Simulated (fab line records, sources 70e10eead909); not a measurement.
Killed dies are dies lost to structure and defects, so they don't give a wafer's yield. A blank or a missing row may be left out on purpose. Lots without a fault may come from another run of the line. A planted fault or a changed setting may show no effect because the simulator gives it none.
Which tool did it? | flow nand_harc | 14 lots, 42 wafers sampled, at 2 steps of a route of 1302

WHAT THE GAUGES READ, wafer by wafer
NHARC_P_M1_INSPECT_11. Usual: raw_defect_count 4.6, standard deviation 2.5.
lot  | measured     | on                | raw_defect_count | flag
L812 | day 7 16:26  | defect_inspect-01 | 5 7 8            |
L814 | day 8 07:33  | defect_inspect-02 | 1 3 2            |
L816 | day 9 04:45  | defect_inspect-01 | 2 4 1            |
L817 | day 9 10:19  | defect_inspect-02 | 7 7 10           |
L819 | day 10 10:05 | defect_inspect-01 | 5 3 5            |
L820 | day 10 20:23 | defect_inspect-02 | 15 8 8           |
L821 | day 11 00:07 | defect_inspect-01 | 4 4 3            |
L822 | day 11 14:43 | defect_inspect-01 | 1 4 1            |
L823 | day 12 07:21 | defect_inspect-01 | 7 4 1            |
L824 | day 12 08:14 | defect_inspect-02 | 9 9 10           |
L829 | day 14 13:19 | defect_inspect-01 | 0 4 3            |
L830 | day 15 03:47 | defect_inspect-02 | 4 6 7            |
L831 | day 15 12:35 | defect_inspect-01 | 3 5 3            |
L832 | day 15 23:05 | defect_inspect-02 | 1 6 3            |

WHICH TOOL RAN EACH LOT (tool, then ch and the chambers of the sampled wafers, then the start)
lot  | NHARC_P_M0_STRIP_18
L812 | rie_diel-08 ch 1,2, day 7 12:58
L814 | rie_diel-08 ch 0,1,3, day 8 03:55
L816 | rie_diel-01 ch 0,1,3, day 9 00:43
L817 | rie_diel-01 ch 0,2,3, day 9 06:43
L819 | rie_diel-08 ch 0,1,2, day 10 06:39
L820 | rie_diel-08 ch 0,1,2, day 10 16:46
L821 | rie_diel-12 ch 2,3, day 10 20:30
L822 | rie_diel-08 ch 1,2,3, day 11 11:10
L823 | rie_diel-08 ch 2,3, day 12 03:51
L824 | rie_diel-08 ch 1,3, day 12 04:46
L829 | rie_diel-08 ch 0,2, day 14 09:30
L830 | rie_diel-08 ch 1,3, day 15 00:01
L831 | rie_diel-01 ch 0,2,3, day 15 08:51
L832 | rie_diel-01 ch 0,2,3, day 15 19:35
- NHARC_P_M0_STRIP_18: strips in N2/H2.

WHAT THE TOOLS THEMSELVES READ (means of the sampled wafers that have a number; where no wafer has one, the mark that the record gives instead)
NHARC_P_M0_STRIP_18. Usual: drypump_motor_current_A 5.67 A, standard deviation 0.29; oes_product_au 1.003 a.u., standard deviation 0.0077; rf_vpp_V 90.8 V, standard deviation 0.91; showerhead_plenum_p_Torr 2.07 Torr, standard deviation 0.086; throttle_valve_pct 14.171 %, standard deviation 0.0089.
lot  | tool        | drypump_motor_current_A (A) | oes_product_au (a.u.) | rf_vpp_V (V) | showerhead_plenum_p_Torr (Torr) | throttle_valve_pct (%) | flag
L812 | rie_diel-08 | 5.85                        | 1.005                 | 91.1         | 2.07                            | 14.174                 |
L814 | rie_diel-08 | 5.79                        | 1.006                 | 90.7         | 2.08                            | 14.173                 |
L816 | rie_diel-01 | 5.58                        | 0.990                 | 90.0         | 1.95                            | 14.182                 |
L817 | rie_diel-01 | 5.80                        | 1.006                 | 90.4         | 2.02                            | 14.171                 |
L819 | rie_diel-08 | 5.69                        | 1.003                 | 90.8         | 2.07                            | 14.175                 |
L820 | rie_diel-08 | 5.70                        | 0.998                 | 91.1         | 2.07                            | 14.149                 |
L821 | rie_diel-12 | 5.59                        | 1.007                 | 91.1         | 2.04                            | 14.169                 |
L822 | rie_diel-08 | 5.68                        | 1.008                 | 91.3         | 2.12                            | 14.176                 |
L823 | rie_diel-08 | 5.50                        | 0.999                 | 90.8         | 2.17                            | 14.170                 |
L824 | rie_diel-08 | 5.78                        | 1.000                 | 91.6         | 2.12                            | 14.175                 |
L829 | rie_diel-08 | 5.40                        | 1.009                 | 91.8         | 2.11                            | 14.166                 |
L830 | rie_diel-08 | 5.95                        | 1.006                 | 90.7         | 2.06                            | 14.176                 |
L831 | rie_diel-01 | 5.81                        | 1.000                 | 90.5         | 2.01                            | 14.171                 |
L832 | rie_diel-01 | 5.81                        | 1.006                 | 90.1         | 2.00                            | 14.161                 |

THE ANSWER, worked out from the rows above alone
Rule: a lot is off if the mean of its wafers that have a number lies more than 3 standard deviations from the usual mean. A lot without any number at a reading at which 4 lots or more have one is off too. The other lots that the step has rows for count as sound. The gauges are gone through in route order, then the tools' own readings, and for those a lot's mean is taken as printed above. The first step at which some lot is off is used, and at that step the reading that is off furthest; a lot without a number counts as furthest.
No lot is off at any reading shown: from this, nothing can be told.

WHAT THE SIMULATOR HAD PUT IN
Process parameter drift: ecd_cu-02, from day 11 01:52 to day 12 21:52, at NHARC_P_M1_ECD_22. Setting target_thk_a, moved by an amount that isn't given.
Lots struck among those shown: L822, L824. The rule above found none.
